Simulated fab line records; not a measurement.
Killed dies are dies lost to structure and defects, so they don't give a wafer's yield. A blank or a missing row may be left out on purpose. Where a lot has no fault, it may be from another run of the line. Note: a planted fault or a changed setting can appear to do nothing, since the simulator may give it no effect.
Which tool did it? ; flow nand-harc ; 36 wafers from 12 lots sampled at 5 of the route's 1302 steps

WHAT EACH GAUGE READ, for each wafer
NHARC_END_SORT_01. Usual: killed-at-array 53, standard deviation 21; killed-at-other 0.8, standard deviation 1.1; killed-at-periphery 4.2, standard deviation 2.7; killed-dies 58, standard deviation 22; killed-open 3.4, standard deviation 1.9; killed-short 2.5, standard deviation 1.6.
lot;measured;on;killed-at-array;killed-at-other;killed-at-periphery;killed-dies;killed-open;killed-short;flag
L247;day 26 21:08;prober-02;82 83 81;1 0 0;2 1 6;85 84 87;6 3 6;6 6 8;

WHICH TOOL RAN EACH LOT (tool, then ch and the chambers of the sampled wafers, then the start)
lot;NHARC_A_CHANNEL_HOLE_D2_ETCH_27;NHARC_A_CHANNEL_HOLE_D2_STRIP_28;NHARC_A_CHANNEL_FILL_D2_CMP_10;NHARC_A_CHANNEL_FILL_D2_RTA_24
L240;har-etch-02 ch 0,1, day 12 23:18;rie-diel-07 ch 0,3, day 15 02:04 or earlier;cmp-02 ch 0,2,3, day 15 02:04;rtp-anneal-01 ch 0, day 15 02:26
L241;har-etch-01 ch 1, day 13 14:08;rie-diel-03 ch 1,3, day 15 16:13 or earlier;cmp-02 ch 1,2,3, day 15 16:13;rtp-anneal-02 ch 0, day 15 16:37
L242;har-etch-02 ch 0,1, day 13 20:14;rie-diel-09 ch 0,1,3, day 15 23:18 or earlier;cmp-02 ch 0,3, day 15 23:18;rtp-anneal-01 ch 0, day 15 23:48
L243;har-etch-01 ch 0,1, day 14 15:18;rie-diel-03 ch 1,2,3, day 16 16:51 or earlier;cmp-04 ch 1,2,3, day 16 16:51;rtp-anneal-02 ch 0, day 16 21:49
L245;har-etch-02 ch 0,1, day 15 12:46;rie-diel-03 ch 1,2,3, day 17 14:29 or earlier;cmp-02 ch 0,1,2, day 17 14:29;rtp-anneal-01 ch 0, day 17 14:55
L246;har-etch-01 ch 0,1, day 15 13:40;rie-diel-07 ch 0,3, day 17 14:34 or earlier;cmp-01 ch 0,1,3, day 17 14:34;rtp-anneal-02 ch 0, day 17 14:58
L247;har-etch-02 ch 0,1, day 16 03:47;rie-diel-07 ch 1,2, day 18 06:05 or earlier;cmp-04 ch 0,1,3, day 18 06:05;rtp-anneal-02 ch 0, day 18 06:30
L255;har-etch-02 ch 0,1, day 20 00:01;rie-diel-07 ch 0,1,3, day 22 01:56 or earlier;cmp-01 ch 0,2,3, day 22 01:56;rtp-anneal-02 ch 0, day 22 02:23
L256;har-etch-01 ch 1, day 20 02:13;rie-diel-07 ch 1,3, day 22 01:56 or earlier;cmp-04 ch 2,3, day 22 01:56;rtp-anneal-01 ch 0, day 22 02:23
L258;har-etch-02 ch 0,1, day 20 16:17;rie-diel-09 ch 1,2,3, day 22 15:16 or earlier;cmp-01 ch 1,2, day 22 15:16;rtp-anneal-02 ch 0, day 22 15:43
L261;har-etch-01 ch 0,1, day 22 14:45;rie-diel-09 ch 0,1, day 24 15:31 or earlier;cmp-04 ch 1,3, day 24 15:31;rtp-anneal-01 ch 0, day 24 15:56
L263;har-etch-01 ch 0,1, day 23 00:17;rie-diel-03 ch 0,1,3, day 25 01:21 or earlier;cmp-01 ch 1,2,3, day 25 01:21;rtp-anneal-01 ch 0, day 25 01:49
- NHARC_A_CHANNEL_HOLE_D2_ETCH_27: etches the open film in C4F8/O2/Ar, time 90 s, target depth 400 nm.
- NHARC_A_CHANNEL_HOLE_D2_STRIP_28: strips in O2.
- NHARC_A_CHANNEL_FILL_D2_CMP_10: polishes, target thk 150 nm.
- NHARC_A_CHANNEL_FILL_D2_RTA_24: time 5 s.

WHAT THE TOOLS THEMSELVES READ (means of the sampled wafers that have a number; where no wafer has one, the mark that the record gives instead)
NHARC_A_CHANNEL_HOLE_D2_ETCH_27. Usual: drypump-motor-current-A 6.0 A, standard deviation 0.64; showerhead-plenum-p-Torr 3.71 Torr, standard deviation 0.14; throttle-valve-pct 27.619 %, standard deviation 0.0096.
lot;tool;drypump-motor-current-A (A);showerhead-plenum-p-Torr (Torr);throttle-valve-pct (%);flag
L240;har-etch-02;6.4;3.62;27.625;
L241;har-etch-01;4.8;3.71;27.609;
L242;har-etch-02;6.4;3.53;27.607;
L243;har-etch-01;5.8;3.72;27.623;
L245;har-etch-02;6.4;3.52;27.627;
L246;har-etch-01;5.4;3.70;27.609;
L247;har-etch-02;6.4;3.52;27.616;
L255;har-etch-02;6.4;3.85;27.615;
L256;har-etch-01;4.8;3.66;27.615;
L258;har-etch-02;6.4;3.84;27.615;
L261;har-etch-01;5.8;3.66;27.615;
L263;har-etch-01;5.3;3.65;27.620;

NHARC_A_CHANNEL_HOLE_D2_STRIP_28. Usual: drypump-motor-current-A 5.9 A, standard deviation 0.44; oes-product-au 0.998 a.u., standard deviation 0.01; rf-vpp-V 57.9 V, standard deviation 0.86; showerhead-plenum-p-Torr 3.54 Torr, standard deviation 0.12; throttle-valve-pct 17.036 %, standard deviation 0.0092.
lot;tool;drypump-motor-current-A (A);oes-product-au (a.u.);rf-vpp-V (V);showerhead-plenum-p-Torr (Torr);throttle-valve-pct (%);flag
L240;rie-diel-07;5.9;0.991;57.8;3.63;17.038;
L241;rie-diel-03;5.7;0.995;57.9;3.50;17.033;
L242;rie-diel-09;5.7;0.999;57.5;3.56;17.039;
L243;rie-diel-03;5.9;0.998;57.8;3.44;17.034;
L245;rie-diel-03;5.9;0.999;58.2;3.44;17.047;
L246;rie-diel-07;6.3;1.000;57.8;3.66;17.047;
L247;rie-diel-07;5.8;1.005;58.2;3.52;17.045;
L255;rie-diel-07;6.1;0.989;58.3;3.57;17.037;
L256;rie-diel-07;5.7;1.000;58.0;3.53;17.037;
L258;rie-diel-09;5.7;1.006;58.8;3.52;17.040;
L261;rie-diel-09;5.5;1.001;57.7;3.54;17.032;
L263;rie-diel-03;5.7;0.978;57.5;3.45;17.027;

NHARC_A_CHANNEL_FILL_D2_CMP_10. Usual: edge-zone-pressure-frac 0.999, standard deviation 0.0049; motor-current-A 12.1 A, standard deviation 1.1; time-to-endpoint-s 14.3 s, standard deviation 2.3.
lot;tool;edge-zone-pressure-frac;motor-current-A (A);time-to-endpoint-s (s);flag
L240;cmp-02;0.998;11.7;16.3;
L241;cmp-02;0.997;11.3;14.4;
L242;cmp-02;0.997;11.2;15.7;
L243;cmp-04;0.999;11.9;10.9;
L245;cmp-02;0.993;11.2;12.9;
L246;cmp-01;1.000;12.8;12.3;
L247;cmp-04;1.001;12.6;13.7;
L255;cmp-01;1.001;13.1;14.3;
L256;cmp-04;0.997;10.7;16.3;
L258;cmp-01;0.993;12.5;12.7;
L261;cmp-04;0.999;12.1;14.7;
L263;cmp-01;1.001;12.8;14.2;

NHARC_A_CHANNEL_FILL_D2_RTA_24. Usual: lamp-power-pct 29.4 %, standard deviation 2.2; lamp_zone_1_pct 29.4 %, standard deviation 2.2; lamp_zone_5_pct 29.4 %, standard deviation 2.2; wafer_temp_C_max 1005.4, standard deviation 1.1.
lot;tool;lamp-power-pct (%);lamp_zone_1_pct (%);lamp_zone_5_pct (%);wafer_temp_C_max;flag
L240;rtp-anneal-01;27.4;27.3;27.4;1004.4;
L241;rtp-anneal-02;31.8;31.7;31.8;1006.9;
L242;rtp-anneal-01;27.4;27.4;27.4;1004.0;
L243;rtp-anneal-02;31.7;31.7;31.8;1005.5;
L245;rtp-anneal-01;27.4;27.4;27.4;1004.5;
L246;rtp-anneal-02;31.7;31.7;31.7;1005.2;
L247;rtp-anneal-02;31.7;31.7;31.7;1005.1;
L255;rtp-anneal-02;31.7;31.7;31.7;1006.3;
L256;rtp-anneal-01;27.4;27.4;27.4;1005.5;
L258;rtp-anneal-02;31.7;31.7;31.7;1006.1;
L261;rtp-anneal-01;27.4;27.4;27.4;1005.5;
L263;rtp-anneal-01;27.4;27.4;27.4;1004.8;

THE ANSWER, worked out from the rows above alone
Rule: lot off if the mean of its wafers having a number is beyond 3 standard deviations from the usual mean. A lot without any number at a reading at which 4 lots or more have one is off too. Any other lot the step has rows for is counted as sound. Order of review: gauges by route order, followed by the tools' own readings, for which a lot's mean as printed above is used. The first step at which some lot is off is used, and at that step the reading that is off furthest; a lot without a number counts as furthest.
Across all readings shown, no lot is off: no conclusion can be drawn from this.

WHAT THE SIMULATOR PUT IN
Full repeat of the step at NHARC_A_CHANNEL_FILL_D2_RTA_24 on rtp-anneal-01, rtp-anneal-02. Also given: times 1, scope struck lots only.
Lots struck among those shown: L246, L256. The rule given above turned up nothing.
